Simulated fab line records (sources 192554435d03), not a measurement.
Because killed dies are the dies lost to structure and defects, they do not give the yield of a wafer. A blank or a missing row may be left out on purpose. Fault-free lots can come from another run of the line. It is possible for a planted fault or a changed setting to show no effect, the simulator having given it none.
Matching of chambers || flow n5 finfet || N5_BEOL_M3_ETCHBACK_99 on rie diel-01: 4 sister chambers
The step etches SiO2 in CHF3, target depth 5 nm, time 10.4 s. 16 wafers are shown with their chamber, then 8 later ones without.

WAFERS WITH THEIR CHAMBER
{"wafer": "L078.2", "chamber": 0, "showerhead plenum p Torr (Torr)": 2.11, "throttle valve pct (%)": 17.44, "rf fwd power W (W)": 211.4}
{"wafer": "L078.4", "chamber": 2, "showerhead plenum p Torr (Torr)": 2.24, "throttle valve pct (%)": 17.35, "rf fwd power W (W)": 213.0}
{"wafer": "L078.6", "chamber": 0, "showerhead plenum p Torr (Torr)": 2.11, "throttle valve pct (%)": 17.46, "rf fwd power W (W)": 211.6}
{"wafer": "L082.1", "chamber": 1, "showerhead plenum p Torr (Torr)": 2.24, "throttle valve pct (%)": 17.42, "rf fwd power W (W)": 210.3}
{"wafer": "L082.5", "chamber": 1, "showerhead plenum p Torr (Torr)": 2.24, "throttle valve pct (%)": 17.44, "rf fwd power W (W)": 210.8}
{"wafer": "L082.6", "chamber": 2, "showerhead plenum p Torr (Torr)": 2.23, "throttle valve pct (%)": 17.37, "rf fwd power W (W)": 213.0}
{"wafer": "L085.4", "chamber": 1, "showerhead plenum p Torr (Torr)": 2.24, "throttle valve pct (%)": 17.46, "rf fwd power W (W)": 211.0}
{"wafer": "L085.5", "chamber": 1, "showerhead plenum p Torr (Torr)": 2.24, "throttle valve pct (%)": 17.44, "rf fwd power W (W)": 210.6}
{"wafer": "L085.6", "chamber": 2, "showerhead plenum p Torr (Torr)": 2.23, "throttle valve pct (%)": 17.40, "rf fwd power W (W)": 213.7}
{"wafer": "L086.1", "chamber": 2, "showerhead plenum p Torr (Torr)": 2.23, "throttle valve pct (%)": 17.40, "rf fwd power W (W)": 213.5}
{"wafer": "L086.3", "chamber": 0, "showerhead plenum p Torr (Torr)": 2.11, "throttle valve pct (%)": 17.00, "rf fwd power W (W)": 211.9}
{"wafer": "L086.4", "chamber": 3, "showerhead plenum p Torr (Torr)": 2.17, "throttle valve pct (%)": 16.48, "rf fwd power W (W)": 212.9}
{"wafer": "L090.1", "chamber": 3, "showerhead plenum p Torr (Torr)": 2.17, "throttle valve pct (%)": 16.48, "rf fwd power W (W)": 212.7}
{"wafer": "L090.4", "chamber": 2, "showerhead plenum p Torr (Torr)": 2.23, "throttle valve pct (%)": 17.41, "rf fwd power W (W)": 214.1}
{"wafer": "L090.6", "chamber": 0, "showerhead plenum p Torr (Torr)": 2.11, "throttle valve pct (%)": 16.99, "rf fwd power W (W)": 212.2}
{"wafer": "L092.2", "chamber": 1, "showerhead plenum p Torr (Torr)": 2.24, "throttle valve pct (%)": 17.47, "rf fwd power W (W)": 211.2}

SIGNATURES (means of the wafers above)
{"reading": "showerhead plenum p Torr", "chamber 0": 2.1100, "chamber 1": 2.2400, "chamber 2": 2.2320, "chamber 3": 2.1700, "scatter within a chamber": 0.00258}
{"reading": "throttle valve pct", "chamber 0": 17.2225, "chamber 1": 17.4460, "chamber 2": 17.3860, "chamber 3": 16.4800, "scatter within a chamber": 0.133}
{"reading": "rf fwd power W", "chamber 0": 211.775, "chamber 1": 210.780, "chamber 2": 213.460, "chamber 3": 212.800, "scatter within a chamber": 0.384}
Rule: a wafer's distance from a chamber is the root of the sum, over the readings, of the square of ((its reading less the chamber's mean) divided by the reading's scatter). The wafer belongs to the nearest chamber; if the next one is less than 2 further off, it can't be placed. How the scatter is found: for the shown wafers, subtract from each reading the mean of its chamber, square and add these, divide the total by (wafers less chambers), then take the root.

WAFERS WITH NO CHAMBER GIVEN
{"wafer": "L092.4", "showerhead plenum p Torr (Torr)": 2.23, "throttle valve pct (%)": 17.42, "rf fwd power W (W)": 212.8}
{"wafer": "L092.5", "showerhead plenum p Torr (Torr)": 2.23, "throttle valve pct (%)": 17.42, "rf fwd power W (W)": 213.0}
{"wafer": "L094.2", "showerhead plenum p Torr (Torr)": 2.23, "throttle valve pct (%)": 17.43, "rf fwd power W (W)": 212.6}
{"wafer": "L094.4", "showerhead plenum p Torr (Torr)": 2.17, "throttle valve pct (%)": 16.50, "rf fwd power W (W)": 212.8}
{"wafer": "L094.5", "showerhead plenum p Torr (Torr)": 2.10, "throttle valve pct (%)": 17.02, "rf fwd power W (W)": 212.2}
{"wafer": "L095.2", "showerhead plenum p Torr (Torr)": 2.23, "throttle valve pct (%)": 17.47, "rf fwd power W (W)": 209.6}
{"wafer": "L095.5", "showerhead plenum p Torr (Torr)": 2.10, "throttle valve pct (%)": 17.02, "rf fwd power W (W)": 212.2}
{"wafer": "L095.6", "showerhead plenum p Torr (Torr)": 2.23, "throttle valve pct (%)": 17.42, "rf fwd power W (W)": 213.6}

WHICH CHAMBER EACH ONE RAN IN
{"wafer": "L092.4", "from the rows above": 2, "in truth": 2}
{"wafer": "L092.5", "from the rows above": 2, "in truth": 2}
{"wafer": "L094.2", "from the rows above": 2, "in truth": 2}
{"wafer": "L094.4", "from the rows above": 3, "in truth": 3}
{"wafer": "L094.5", "from the rows above": 0, "in truth": 0}
{"wafer": "L095.2", "from the rows above": 1, "in truth": 1}
{"wafer": "L095.5", "from the rows above": 0, "in truth": 0}
{"wafer": "L095.6", "from the rows above": 2, "in truth": 2}
Placed correctly: 8 of 8. Can't be placed from these rows: 0. 0 placed wrongly.
